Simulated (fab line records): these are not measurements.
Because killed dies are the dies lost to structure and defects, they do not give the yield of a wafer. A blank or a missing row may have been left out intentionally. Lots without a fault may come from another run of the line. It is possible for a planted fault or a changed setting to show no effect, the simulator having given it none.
fab line records -- flow n5-finfet
[record] lots = 4, wafers = 12, last-day = 18
route steps=1938 shown BEOL_M11@1545 PASSIVATION@1936
lots with no fault: from the same line, run without faults
start-h: hours from the record's opening day to when the first of the lot's shown wafers began -- wait-h: how many hours have passed since the lot's step before this one -- " identical to the entry in the row above -- L1.1+2: several wafers, shown together as one row -- - no value, or no start was given -- * or withheld: withheld -- < > ~ a bound
route shown NAME@n: names a module that has steps shown in the file, with the first one's number in the route -- usual: the fault-free wafers' mean and standard deviation -- same: alike in all rows -- chamber/n: place in a boat -- sites: the reading at each site -- _std_site: their standard deviation -- _edge_site: outer sites' mean less inner sites' -- radius-mm: how far each site lies from the wafer's centre -- mask NAME#n: copy n -- behind: the last tool/chamber to shape the wafer -- hold: the reason the lot was held/the length of the hold in hours/how it ended -- device: whichever transistor did not switch (one of n, p or np) -- end of line: tests of these same wafers at the route's end -- for a step that has no rows: nothing shown but its recipe -- killed: dies lost to structure and defects at the first sort, not the wafer's yield -- map: per-die view of a wafer (x killed, . not killed, _ where there is no die)
set.NAME: the run value of the setting; set.NAME@STEP: its run value at that earlier step -- model.NAME: the simulator's own value behind a step, which no gauge read
a table for each step, a row for each wafer; lots at some steps of the route
services: when a tool's chamber went out of use (start-h, in hours from the record's first day, below 0 if earlier), for how many hours, and the reason
[[steps]]
[step N5_BEOL_M11_SOFTBAKE_06]
[recipe] temp-c = 110, time-s = 60, resist = CAR-ArF
[step N5_BEOL_M11_EXPOSE_08]
[recipe] mask-id = M11, na = 1.35, source-shape = dipole, sigma-inner = 0.411, sigma-outer = 0.611, polarization = te, dose-mj = 53.75
[step N5_BEOL_M11_PEB_09]
[recipe] peb-temp-c = withheld, peb-time-s = 60, resist = CAR-ArF
[step N5_BEOL_M11_DEVELOP_10]
[recipe] develop-time-s = 30, developer = TMAH, resist = CAR-ArF, rinse-liquid = diw, dry = air-spin, dev-temp-c = 23
[step N5_BEOL_M11_DESCUM_16]
[recipe] chemistry = O2, time-s = 7.9, source-power-w = 50, bias-power-w = 20, pressure-mtorr = 20, rf-frequency-hz = 2.712e+07, temp-c = 40, resist = CAR-ArF, o2-flow-sccm = 225
[step N5_BEOL_M11_ETCH_61]
[recipe] chemistry = CF4, target = SiARC, target-depth-a = 390, mask-material = CAR-ArF, time-s = 65, ion-energy-ev = 80, pressure-mtorr = 40, source-w = 545, bias-w = 36, Ar_flow_sccm = 100, cf4-flow-sccm = 100, ends = cleared
[step N5_BEOL_M11_ETCH_62]
[recipe] chemistry = N2/H2, target = SOC, target-depth-a = 1100, overetch-a = 220, mask-material = SiARC, temp-c = 40, time-s = 165, ion-energy-ev = 200, pressure-mtorr = 30, source-w = 840, bias-w = 150, n2-flow-sccm = 200, h2-flow-sccm = 200
[step N5_BEOL_M11_STRIP_68]
[recipe] chemistry = N2/H2, temp-c = 40, n2-flow-sccm = 200, h2-flow-sccm = 200, rf-frequency-hz = 6e+07
[step N5_BEOL_M11_STRIP_67]
[recipe] chemistry = CF4, resist = SiARC, power-w = 300, bias-power-w = 75, pressure-mtorr = 50, cf4-flow-sccm = 150, rf-frequency-hz = 6e+07
[step N5_BEOL_M11_HM_OPEN_17]
[recipe] chemistry = Cl2/BCl3, target-depth-a = 200, overetch-a = 60, target = TiN, mask-material = SOC, ion-energy-ev = 150, pressure-mtorr = 10, icp-w = 1000, bias-w = 126, Cl2_flow_sccm = 53.25, bcl3-flow-sccm = 21.75, Ar_flow_sccm = 25
[usual] drypump-motor-current-A = 5.6/0.37, mfc-ar-sccm = 25.01/0.072, mfc-cl2-sccm = 53.27/0.16, oes-product-au = 0.67/0.051, throttle-valve-pct = 22.04/0.26
lot.wafer,tool,chamber,start-h,wait-h,drypump-motor-current-A,mfc-ar-sccm,mfc-cl2-sccm,oes-product-au,rf-hours-counter-h,throttle-valve-pct
L629.1,rie-metal-03,0,255.40,0.0,5.3,24.97,53.18,0.73,17,21.62
L629.3,rie-metal-03,1,255.40,0.0,5.9,24.90,53.21,0.65,-,22.12
L629.6,rie-metal-03,1,255.40,0.0,5.9,25.05,53.37,0.65,-,22.14
L632.2,rie-metal-03,1,282.31,0.0,5.9,24.95,53.08,0.65,48,22.13
L632.3,rie-metal-03,1,282.31,0.0,5.9,25.05,53.30,0.64,-,22.14
L632.6,rie-metal-03,0,282.31,0.0,5.3,25.02,53.41,0.72,-,21.63
L636.4,rie-metal-01,1,286.01,0.1,6.1,24.97,53.35,0.65,-,22.34
L636.5,rie-metal-01,1,286.01,0.1,6.0,24.97,53.44,0.65,-,22.34
L636.6,rie-metal-01,0,286.01,0.1,5.3,24.95,53.48,0.72,-,21.99
L646.1,rie-metal-03,1,377.85,0.0,5.9,25.02,53.45,0.63,55,22.14
L646.2,rie-metal-03,0,377.85,0.0,5.3,25.08,53.39,0.70,26,21.65
L646.6,rie-metal-03,1,377.85,0.0,5.9,24.99,53.12,0.63,-,22.16
[step N5_BEOL_M11_STRIP_19]
[recipe] chemistry = O2, power-w = 400, temp-c = 40, pressure-mtorr = 30, rf-frequency-hz = 6e+07, bias-power-w = 0, overash-fraction = 0.2, o2-flow-sccm = 225
[step N5_BEOL_M11_COAT_63]
[recipe] resist = SOC, temp-c = 250, time-s = 60, spin-rpm = 1500, resist-thk-nm = 100
[step N5_BEOL_M11_COAT_64]
[recipe] resist = SiARC, temp-c = 220, time-s = 60, spin-rpm = 1500, resist-thk-nm = 30
[step N5_BEOL_M11_COAT_22]
[recipe] resist = CAR-ArF, spin-rpm = 1500, resist-thk-nm = 90
[step N5_BEOL_M11_EBR_24]
[recipe] solvent = PGMEA, ebr-width-mm = 1.5
[step N5_BEOL_M11_SOFTBAKE_23]
[recipe] temp-c = 110, time-s = 60, resist = CAR-ArF
[step N5_BEOL_M11_EXPOSE_25]
[recipe] mask-id = V10, na = 1.35, source-shape = annular, sigma-inner = 0.5, sigma-outer = 0.8, polarization = unpolarized, dose-mj = 85.5
[step N5_BEOL_M11_PEB_26]
[recipe] peb-temp-c = withheld, peb-time-s = 60, resist = CAR-ArF
[step N5_BEOL_M11_DEVELOP_27]
[recipe] develop-time-s = 30, developer = TMAH, resist = CAR-ArF, rinse-liquid = diw, dry = air-spin, dev-temp-c = 23
[step N5_BEOL_M11_INSPECT_30]
[recipe] mode = adi, inspect-instrument = brightfield
[usual] raw-defect-count = 409/93
lot.wafer,tool,chamber,start-h,wait-h,raw-defect-count
L629.1,defect-inspect-02,-,265.96,0.0,620
L629.3,defect-inspect-02,-,265.96,0.0,1329
L629.6,defect-inspect-02,-,265.96,0.0,1252
L632.2,defect-inspect-01,-,283.92,0.0,1369
L632.3,defect-inspect-01,-,283.92,0.0,1099
L632.6,defect-inspect-01,-,283.92,0.0,476
L636.4,defect-inspect-01,-,286.77,0.0,530
L636.5,defect-inspect-01,-,286.77,0.0,594
L636.6,defect-inspect-01,-,286.77,0.0,418
L646.1,defect-inspect-02,-,380.08,0.0,227
L646.2,defect-inspect-02,-,380.08,0.0,270
L646.6,defect-inspect-02,-,380.08,0.0,318
[step N5_BEOL_M11_DESCUM_33]
[recipe] chemistry = O2, time-s = 7.9, source-power-w = 50, bias-power-w = 20, pressure-mtorr = 20, rf-frequency-hz = 2.712e+07, temp-c = 40, resist = CAR-ArF, o2-flow-sccm = 225
[step N5_PASSIVATION_PROBE_49]
[usual] defect-limited-yield = 91.1/1.3, killed_at_M0_to_M3 = 34/10, killed_at_M4_up = 14/5.7, killed-at-contacts = 12/5.9, killed-at-front-end = 41/12, killed-at-other = 4/3.1, killed-dies = 105/15, killed-on-rim = 14/4.2, killed-open = 69/11, killed-short = 35/7.8, sort_bin_5_function = 5.3/0.81, sort_bin_6_memory = 3.3/0.75, sort-n-pass = 1075/15, sort-yield-pct = 91.1/1.3
[same] gross-dies = 1180, killed-at-back-side = 0, sort_bin_4_leakage[%] = 0, sort_bin_8_speed[%] = 0
lot.wafer,tool,chamber,start-h,wait-h,defect-limited-yield[%],killed_at_M0_to_M3,killed_at_M4_up,killed-at-contacts,killed-at-front-end,killed-at-other,killed-dies,killed-on-rim,killed-open,killed-short,sort_bin_5_function[%],sort_bin_6_memory[%],sort-n-pass,sort-yield-pct[%]
L629.1,prober-01,-,317.93,0.7,91.3,26,15,9,52,1,103,6,70,30,5.4,3.1,1077,91.3
L629.3,prober-01,-,318.03,0.8,84.4,29,100,8,44,3,184,32,58,35,9.2,3.6,996,84.4
L629.6,prober-01,-,318.18,1.0,84.0,28,103,21,36,1,189,34,69,32,10.1,3.6,991,84.0
L632.2,prober-02,-,329.70,0.1,82.9,35,102,7,55,3,202,29,68,35,10.6,3.6,978,82.9
L632.3,prober-02,-,329.75,0.1,83.2,37,105,10,44,2,198,33,64,41,10.2,4.2,982,83.2
L632.6,prober-02,-,329.90,0.3,91.8,25,6,15,50,1,97,14,61,35,4.7,3.3,1083,91.8
L636.4,prober-02,-,343.81,0.2,90.1,20,23,9,59,6,117,14,82,33,5.7,4.1,1063,90.1
L636.5,prober-02,-,343.86,0.2,91.7,31,16,8,40,3,98,13,63,34,4.5,3.6,1082,91.7
L636.6,prober-02,-,343.91,0.3,90.3,39,15,8,46,6,114,17,81,31,5.3,4.0,1066,90.3
L646.1,prober-01,-,423.39,0.6,90.3,42,13,10,42,7,114,15,82,30,6.1,3.4,1066,90.3
L646.2,prober-01,-,423.44,0.7,91.4,47,8,7,26,13,101,12,66,35,5.6,2.8,1079,91.4
L646.6,prober-01,-,423.64,0.9,92.5,40,11,9,25,3,88,11,58,30,4.8,2.4,1092,92.5
// killed by level:class
L629.1 STI_FIN_REVEAL:geometric-particle:open=17 FIN_SAQP:geometric-particle:open=12 BEOL_M0_SAQP:geometric-particle:open=10 FIN_SAQP:geometric-particle:short=7 MOL_CONTACT_COAG:geometric-particle:open=6 BEOL_M0_SAQP:geometric-particle:short=6 BEOL_M2:geometric-particle:open=6 STI_FIN_REVEAL:geometric-particle:short=5
L629.3 BEOL_M11:unspecified=89 FIN_SAQP:geometric-particle:short=11 FIN_SAQP:geometric-particle:open=7 STI_FIN_REVEAL:geometric-particle:open=7 MOL_CONTACT_COAG:geometric-particle:open=7 BEOL_M0_SAQP:geometric-particle:open=5 BEOL_M0_SAQP:geometric-particle:short=5 BEOL_M2:geometric-particle:open=5
L629.6 BEOL_M11:unspecified=88 MOL_CONTACT_COAG:geometric-particle:open=15 BEOL_M0_SAQP:geometric-particle:open=8 BEOL_M4:geometric-particle:open=8 FIN_SAQP:geometric-particle:open=7 STI_FIN_REVEAL:geometric-particle:open=7 MOL_CONTACT_COAG:geometric-particle:short=6 BEOL_M2:geometric-particle:open=5
L632.2 BEOL_M11:unspecified=95 FIN_SAQP:geometric-particle:open=20 FIN_SAQP:geometric-particle:short=14 BEOL_M2:geometric-particle:open=13 BEOL_M3:geometric-particle:open=7 MOL_CONTACT_COAG:geometric-particle:open=5 BEOL_M2:geometric-particle:short=5 STI_FIN_REVEAL:geometric-particle:open=4
L632.3 BEOL_M11:unspecified=93 FIN_SAQP:geometric-particle:short=13 FIN_SAQP:geometric-particle:open=13 BEOL_M2:geometric-particle:open=9 BEOL_M3:geometric-particle:open=9 STI_FIN_REVEAL:geometric-particle:open=6 BEOL_M0_SAQP:geometric-particle:short=6 MOL_CONTACT_COAG:geometric-particle:open=5
L632.6 FIN_SAQP:geometric-particle:open=16 FIN_SAQP:geometric-particle:short=13 MOL_CONTACT_COAG:geometric-particle:open=12 BEOL_M2:geometric-particle:open=12 STI_FIN_REVEAL:geometric-particle:open=7 GATE_CUT:geometric-particle:short=5 MOL_CONTACT_COAG:geometric-particle:short=3 BEOL_M0_SAQP:geometric-particle:short=3
L636.4 STI_FIN_REVEAL:geometric-particle:open=14 MOL_CONTACT_COAG:geometric-particle:open=8 FIN_SAQP:geometric-particle:open=7 BEOL_M5:geometric-particle:open=6 DUMMY_GATE:geometric-particle:open=5 GATE_CUT:geometric-particle:short=5 BEOL_M0_SAQP:geometric-particle:short=5 BEOL_M2:geometric-particle:open=5
L636.5 STI_FIN_REVEAL:geometric-particle:open=17 BEOL_M0_SAQP:geometric-particle:short=10 BEOL_M4:geometric-particle:open=8 MOL_CONTACT_COAG:geometric-particle:open=8 FIN_SAQP:geometric-particle:open=5 BEOL_M0_SAQP:geometric-particle:open=5 FIN_SAQP:geometric-particle:short=4 BEOL_M3:geometric-particle:open=4
L636.6 BEOL_M3:geometric-particle:open=12 FIN_SAQP:geometric-particle:short=10 FIN_SAQP:geometric-particle:open=9 MOL_CONTACT_COAG:geometric-particle:open=7 BEOL_M4:geometric-particle:open=6 BEOL_M1:geometric-particle:open=6 BEOL_M0_SAQP:geometric-particle:open=5 STI_FIN_REVEAL:geometric-particle:open=5
L646.1 STI_FIN_REVEAL:geometric-particle:open=17 BEOL_M0_SAQP:geometric-particle:open=15 BEOL_M0_SAQP:geometric-particle:short=12 FIN_SAQP:geometric-particle:open=9 MOL_CONTACT_COAG:geometric-particle:open=9 BEOL_M0:geometric-particle:open=5 BEOL_M3:geometric-particle:open=4 FIN_SAQP:geometric-particle:short=3
L646.2 BEOL_M0_SAQP:geometric-particle:open=17 BEOL_M0_SAQP:geometric-particle:short=15 FIN_SAQP:geometric-particle:open=9 BEOL_M3:geometric-particle:open=7 MOL_CONTACT_COAG:geometric-particle:open=5 PASS1_CAP:geometric-particle:open=5 FIN_SAQP:geometric-particle:short=4 DUMMY_GATE:geometric-particle:open=4
L646.6 BEOL_M0_SAQP:geometric-particle:open=14 BEOL_M0_SAQP:geometric-particle:short=10 STI_FIN_REVEAL:geometric-particle:open=8 STI_FIN_REVEAL:geometric-particle:short=7 BEOL_M4:geometric-particle:open=7 MOL_CONTACT_COAG:geometric-particle:open=6 FIN_SAQP:geometric-particle:open=5 BEOL_M0:geometric-particle:open=5
// map L629.6 (x killed, . not)
_________________............________________
______________...x......x..x...._____________
___________.x.x....................__________
__________.........................._________
________xx.........x..............x..._______
_______......x.........................______
______....x.......................x..x.._____
_____...............x....................____
____.......x....x.......................x.___
___.................x.......xx...........x.__
___.x.xx......x...........................x__
__.x......x.........x............x.xx......._
__..........x............x...x...x.........x_
_x...xx...x.....x......x.........x...........
_.x...........x...x.............x.x........x.
_.......x..x.xx....xx......................x.
_....x....xx........................x........
_..............x..................x..........
_..x.....................x...................
_............x..........xx.....x.............
_............x...............x.x............x
__..............x....x.......x.............._
__........x..xx............................._
___.............x................x.........__
___..x.........................x...........__
____...................xx.................___
_____........x.....xx.xx......x.........x____
______.....x....x.xxxxxxxxx.x..........._____
_______.........xxxxxxxxxx.x...x..x.x..______
________.........xxxxxxxxxxx.........._______
__________x....xxxxxxxxxxxxx..x..x.._________
___________x.x.x.xxxxxxxxxxxxx.....__________
______________.xxxxxxxxxxxxxx.xx_____________
_________________xxxxxxxxxxxx________________
// map L632.2 (x killed, . not)
_________________.....x.x....________________
______________...x.............._____________
___________....x.....x...x...xx....__________
__________............xx............_________
________................x...x.x......._______
_______x.......x...x.....x........x..xx______
______........................xxx......._____
_____..x..x............xx..........x.x...____
____.x...x...x..x.........................___
___......................xx...x....x.......__
___.xx...x..x....x........x.x....x.........__
__.x...........x............................_
__.x....x..x...........x....x...x..........._
_x...........x...............x..........x....
_..x................................x........
_.........................x.x...........x....
_.........x...............x.....x.......x....
_......................x.......x.............
_.....................x....x...x.....x.......
_......x........x...............x...x........
_..x......x......................x...........
__.....x...........x.....................x.._
__....x.............................x....x.._
___......x...x....x........x.......x.......__
___...x.....x....x....x................x...__
____......x..........xxx..................___
_____.x............xx.xxxx....x..........____
______..........xxxx.xxx.xxxx..........x_____
_______..........xxxxxxxxxxxx..........______
________x...x..xxxxxxxxxxxxxx..x......_______
__________.....xxxxxxxxxxxxx.x......_________
___________.....xxxxxxxxxxxxx......__________
______________xxxxxxxxxxxxxxx..._____________
_________________xxxxxxxxxxxx________________
[[services]]
tool,chamber,start-h,hours,kind
rie-metal-03,-,375.76,0.7,repair
[[key]]
[first-sign] step = N5_BEOL_M11_INSPECT_30, reading = raw-defect-count, direction = up, sigmas = 9.2, usual = 409, struck = 1262
[effect] step = N5_PASSIVATION_PROBE_49, reading = killed_at_M4_up, direction = up, sigmas = 15, usual = 14, struck = 102
[more-kills-born-at] N5_BEOL_M11_HM_OPEN_17@rie-metal-03 = 365
met-at N5_BEOL_M11_HM_OPEN_17
struck-wafers L629.3,L629.6,L632.2,L632.3
[fault] kind = chamber-particle-source, tool = rie-metal-03, chamber = 1, onset-h = 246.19, steps = N5_BEOL_M11_HM_OPEN_17, rate-per-visit-cm2 = 1.2125, end-h = 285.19
